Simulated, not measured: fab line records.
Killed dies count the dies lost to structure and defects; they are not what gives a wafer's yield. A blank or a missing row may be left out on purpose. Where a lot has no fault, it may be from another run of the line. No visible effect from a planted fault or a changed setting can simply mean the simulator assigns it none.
Matching of chambers || flow nand_harc || rie_diel-03 running NHARC_A_M0_ETCH_34: 4 sister chambers
The step etches the open film in N2/H2, target depth 40 nm, overetch 12 nm, time 43.94 s. 18 wafers are shown with their chamber, then 9 later ones without.

== WAFERS, EACH WITH ITS CHAMBER ==
{"wafer": "L074.1", "chamber": 2, "drypump_motor_current_A (A)": 6.2, "rf_vpp_V (V)": 431.7, "oes_product_au (a.u.)": 1.000}
{"wafer": "L074.2", "chamber": 1, "drypump_motor_current_A (A)": 6.2, "rf_vpp_V (V)": 430.7, "oes_product_au (a.u.)": 1.002}
{"wafer": "L074.6", "chamber": 3, "drypump_motor_current_A (A)": 5.3, "rf_vpp_V (V)": 430.7, "oes_product_au (a.u.)": 1.005}
{"wafer": "L078.1", "chamber": 0, "drypump_motor_current_A (A)": 5.3, "rf_vpp_V (V)": 433.7, "oes_product_au (a.u.)": 1.001}
{"wafer": "L078.2", "chamber": 1, "drypump_motor_current_A (A)": 6.2, "rf_vpp_V (V)": 428.8, "oes_product_au (a.u.)": 1.002}
{"wafer": "L078.6", "chamber": 3, "drypump_motor_current_A (A)": 5.3, "rf_vpp_V (V)": 430.8, "oes_product_au (a.u.)": 1.003}
{"wafer": "L080.1", "chamber": 0, "drypump_motor_current_A (A)": 5.3, "rf_vpp_V (V)": 433.7, "oes_product_au (a.u.)": 0.984}
{"wafer": "L080.2", "chamber": 3, "drypump_motor_current_A (A)": 5.3, "rf_vpp_V (V)": 430.5, "oes_product_au (a.u.)": 1.018}
{"wafer": "L080.6", "chamber": 1, "drypump_motor_current_A (A)": 6.3, "rf_vpp_V (V)": 430.1, "oes_product_au (a.u.)": 0.991}
{"wafer": "L083.3", "chamber": 1, "drypump_motor_current_A (A)": 6.2, "rf_vpp_V (V)": 430.1, "oes_product_au (a.u.)": 1.006}
{"wafer": "L083.4", "chamber": 2, "drypump_motor_current_A (A)": 6.2, "rf_vpp_V (V)": 432.3, "oes_product_au (a.u.)": 1.005}
{"wafer": "L083.6", "chamber": 1, "drypump_motor_current_A (A)": 6.3, "rf_vpp_V (V)": 430.5, "oes_product_au (a.u.)": 0.996}
{"wafer": "L084.1", "chamber": 3, "drypump_motor_current_A (A)": 5.3, "rf_vpp_V (V)": 430.2, "oes_product_au (a.u.)": 1.009}
{"wafer": "L084.4", "chamber": 2, "drypump_motor_current_A (A)": 6.2, "rf_vpp_V (V)": 430.5, "oes_product_au (a.u.)": 0.989}
{"wafer": "L084.5", "chamber": 0, "drypump_motor_current_A (A)": 5.3, "rf_vpp_V (V)": 434.1, "oes_product_au (a.u.)": 0.998}
{"wafer": "L087.1", "chamber": 2, "drypump_motor_current_A (A)": 6.2, "rf_vpp_V (V)": 433.1, "oes_product_au (a.u.)": 0.984}
{"wafer": "L087.2", "chamber": 3, "drypump_motor_current_A (A)": 5.3, "rf_vpp_V (V)": 429.2, "oes_product_au (a.u.)": 1.005}
{"wafer": "L087.3", "chamber": 1, "drypump_motor_current_A (A)": 6.3, "rf_vpp_V (V)": 430.5, "oes_product_au (a.u.)": 0.999}

SIGNATURES (means of the wafers above)
{"reading": "drypump_motor_current_A", "chamber 0": 5.300, "chamber 1": 6.250, "chamber 2": 6.200, "chamber 3": 5.300, "scatter within a chamber": 0.0327}
{"reading": "rf_vpp_V", "chamber 0": 433.833, "chamber 1": 430.117, "chamber 2": 431.900, "chamber 3": 430.280, "scatter within a chamber": 0.744}
{"reading": "oes_product_au", "chamber 0": 0.99433, "chamber 1": 0.99933, "chamber 2": 0.99450, "chamber 3": 1.00800, "scatter within a chamber": 0.00722}
Rule: a wafer lies at a distance from a chamber equal to the root of the sum of squares, over the readings, of (its reading less the chamber's mean, divided by the reading's scatter). If the next closest chamber is less than 2 further off than the closest, the wafer can't be placed; otherwise it belongs to the closest. The scatter is the square root of a quotient: the sum, over the shown wafers, of each reading's squared deviation from its chamber's mean, divided by wafers minus chambers.

== WAFERS WITH NO CHAMBER GIVEN ==
{"wafer": "L090.2", "drypump_motor_current_A (A)": 6.2, "rf_vpp_V (V)": 432.1, "oes_product_au (a.u.)": 0.990}
{"wafer": "L090.4", "drypump_motor_current_A (A)": 6.2, "rf_vpp_V (V)": 431.1, "oes_product_au (a.u.)": 1.009}
{"wafer": "L090.5", "drypump_motor_current_A (A)": 6.2, "rf_vpp_V (V)": 432.4, "oes_product_au (a.u.)": 0.993}
{"wafer": "L089.2", "drypump_motor_current_A (A)": 5.3, "rf_vpp_V (V)": 429.3, "oes_product_au (a.u.)": 1.006}
{"wafer": "L089.4", "drypump_motor_current_A (A)": 6.3, "rf_vpp_V (V)": 431.4, "oes_product_au (a.u.)": 1.001}
{"wafer": "L089.5", "drypump_motor_current_A (A)": 6.2, "rf_vpp_V (V)": 433.3, "oes_product_au (a.u.)": 0.997}
{"wafer": "L097.1", "drypump_motor_current_A (A)": 6.3, "rf_vpp_V (V)": 431.3, "oes_product_au (a.u.)": 1.008}
{"wafer": "L097.3", "drypump_motor_current_A (A)": 6.2, "rf_vpp_V (V)": 433.9, "oes_product_au (a.u.)": 0.979}
{"wafer": "L097.5", "drypump_motor_current_A (A)": 6.2, "rf_vpp_V (V)": 428.3, "oes_product_au (a.u.)": 0.999}

== THE CHAMBER EACH PASSED THROUGH ==
{"wafer": "L090.2", "from the rows above": 2, "in truth": 2}
{"wafer": "L090.4", "from the rows above": "can't be placed: 2 or 1", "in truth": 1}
{"wafer": "L090.5", "from the rows above": 2, "in truth": 2}
{"wafer": "L089.2", "from the rows above": 3, "in truth": 3}
{"wafer": "L089.4", "from the rows above": "can't be placed: 1 or 2", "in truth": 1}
{"wafer": "L089.5", "from the rows above": 2, "in truth": 2}
{"wafer": "L097.1", "from the rows above": "can't be placed: 1 or 2", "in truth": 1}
{"wafer": "L097.3", "from the rows above": 2, "in truth": 2}
{"wafer": "L097.5", "from the rows above": "can't be placed: 1 or 2", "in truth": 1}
Placed correctly: 5 of 9. Not placeable from these rows: 4 (in 4, the candidates include the true chamber). Placed wrongly: 0.
